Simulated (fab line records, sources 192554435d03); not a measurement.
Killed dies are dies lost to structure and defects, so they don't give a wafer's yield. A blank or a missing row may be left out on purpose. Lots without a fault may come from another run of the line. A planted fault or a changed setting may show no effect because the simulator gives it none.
A struck lot beside a sound one | flow n5_finfet | 16 steps out of a route of 1938
Sound: wafers L301.1, L301.2, L301.4. Struck: wafer L290.6. (L290.5 of the same lot was not struck and is left out.) The cause comes at the end.
At each step with rows: each side's tool, then ch and its chambers, then its first start. Under that, the readings that differ: sound wafers | struck wafers | difference of the means | sigmas: that difference in standard deviations of wafers without a fault.
alike: readings whose means differ by less than 2 such deviations, and words and numbers that are the same on both sides. not compared: withheld readings, readings that some wafer has no value for, bounds like >300 that may hide the same value, and numbers for which the record gives no deviation and whose values overlap.
The two part at a step that has a row with sigmas, a row that says differs or no value, or rows on one side only. Numbers that don't overlap but have no deviation are shown without sigmas and don't part them. A reading that every wafer of one side lacks parts them only if that side has two wafers or more.

first, 1 step without rows for these wafers: N5_HKMG_FIN_STRIP_33 (strips in N2/H2).
N5_HKMG_FIN_STRIP_34: strips in CF4.
  sound on rie_diel-05 ch 1,3, day 9 16:05; struck on rie_diel-02 ch 0, day 7 01:01
  reading     | sound             | struck | difference | sigmas
  power_w (W) | 300.3 300.9 299.6 | 297.9  | -2.4       | -3
  alike: drypump_motor_current_A, oes_product_au, rf_vpp_V, showerhead_plenum_p_Torr, throttle_valve_pct
  not compared: rf_fwd_power_W, rf_hours_counter_h
then, 1 step without rows for these wafers: N5_HKMG_FIN_ETCH_35 (etches SOC in N2/H2, target depth 215.8 nm, time 243.4 s).
N5_HKMG_FIN_STRIP_92: strips SOC in N2/H2, time 20 s.
  sound on rie_diel-05 ch 1,3, day 9 16:20; struck on rie_diel-02 ch 0, day 7 01:12
  alike: drypump_motor_current_A, oes_product_au, power_w, rf_fwd_power_W, rf_vpp_V, showerhead_plenum_p_Torr, throttle_valve_pct
  not compared: rf_hours_counter_h
then, 4 steps without rows for these wafers: N5_HKMG_FIN_WET_ETCH_18 (etches TiN in SC1, time 55 s, target depth 5.2 nm, rinse time 30 s); N5_HKMG_FIN_STRIP_19 (strips in N2/H2, time 360 s); N5_HKMG_FIN_ALD_91 (deposits TiN, target thk 1 nm, pulse time 1 s, purge time 3 s); N5_HKMG_FIN_COAT_85 (time 60 s, resist thk 300 nm).
N5_HKMG_FIN_ETCH_86: etches SOC in N2/H2, stops on TiN, target depth 393.2 nm.
  sound on rie_diel-01 ch 1,2, day 9 17:20; struck on rie_diel-05 ch 2, day 7 02:07
  alike: drypump_motor_current_A, oes_product_au, rf_fwd_power_W, rf_vpp_V, showerhead_plenum_p_Torr, throttle_valve_pct
  not compared: rf_hours_counter_h
N5_HKMG_FIN_STRIP_89: strips SOC in N2/H2, time 20 s.
  sound on rie_diel-01 ch 1,2, day 9 17:25; struck on rie_diel-05 ch 2, day 7 02:11
  alike: drypump_motor_current_A, oes_product_au, power_w, rf_fwd_power_W, rf_vpp_V, showerhead_plenum_p_Torr, throttle_valve_pct
  not compared: rf_hours_counter_h
then, 2 steps without rows for these wafers: N5_HKMG_FIN_WET_ETCH_87 (etches TiN in SC1, time 154.2 s, target depth 4.7 nm, rinse time 30 s); N5_HKMG_FIN_STRIP_88 (strips in N2/H2, time 360 s).
N5_HKMG_FIN_NWFM_ALD_20: deposits TiAlC, target thk 2 nm, pulse time 3 s, purge time 2 s.
  sound on ald_metal-01 ch 0,1,2, day 9 18:02; struck on ald_metal-02 ch 2, day 7 02:47
  reading                      | sound    | struck | difference | sigmas
  co_reactant_pulse_time_s (s) | 10 10 10 | 9.3052 | -0.6948    |
  alike: heater_power_w, precursor_pulse_height_rel
N5_HKMG_FIN_ALD_71: deposits TiN, target thk 1 nm, pulse time 1 s, purge time 3 s.
  sound on ald_metal-01 ch 0,1,2, day 9 18:08; struck on ald_metal-02 ch 2, day 7 02:58
  alike: heater_power_w, precursor_pulse_height_rel
  not compared: co_reactant_pulse_time_s
-- the record jumps here: 4 days lie between the struck wafers' starts before and after (it left off in module HKMG_FIN and takes up again in module BEOL_M4, whose first step shown is number 1111 of the route) --
N5_BEOL_M4_RC_MEAS_101:
  sound on prober-01 ch 0, day 13 20:20; struck on prober-02 ch 0, day 11 12:31
  alike: DIBL_N, DIBL_P, IOFF_N, IOFF_P, ION_N, ION_P, SS_N, SS_P, VT_N, VT_P
-- the record jumps here: 4 days lie between the struck wafers' starts before and after (it left off in module BEOL_M4 and takes up again in module PASSIVATION, whose first step shown is number 1936 of the route) --
N5_PASSIVATION_PROBE_49:
  sound on prober-01, day 18 02:49; struck on prober-01, day 15 12:08
  alike: defect_limited_yield, killed_at_M0_to_M3, killed_at_M4_up, killed_at_contacts, killed_at_front_end, killed_at_other, killed_dies, killed_open, killed_short, sort_bin_4_leakage, sort_bin_5_function, sort_bin_6_memory, sort_bin_8_speed, sort_n_pass, sort_yield_pct

WHERE THEY PART
Only at N5_HKMG_FIN_STRIP_34, within this record. Later steps at which nothing parts them and some readings are alike: N5_HKMG_FIN_STRIP_92, N5_HKMG_FIN_ETCH_86, N5_HKMG_FIN_STRIP_89, N5_HKMG_FIN_NWFM_ALD_20, N5_HKMG_FIN_ALD_71, N5_BEOL_M4_RC_MEAS_101, N5_PASSIVATION_PROBE_49.

WHY: what the simulator had put in
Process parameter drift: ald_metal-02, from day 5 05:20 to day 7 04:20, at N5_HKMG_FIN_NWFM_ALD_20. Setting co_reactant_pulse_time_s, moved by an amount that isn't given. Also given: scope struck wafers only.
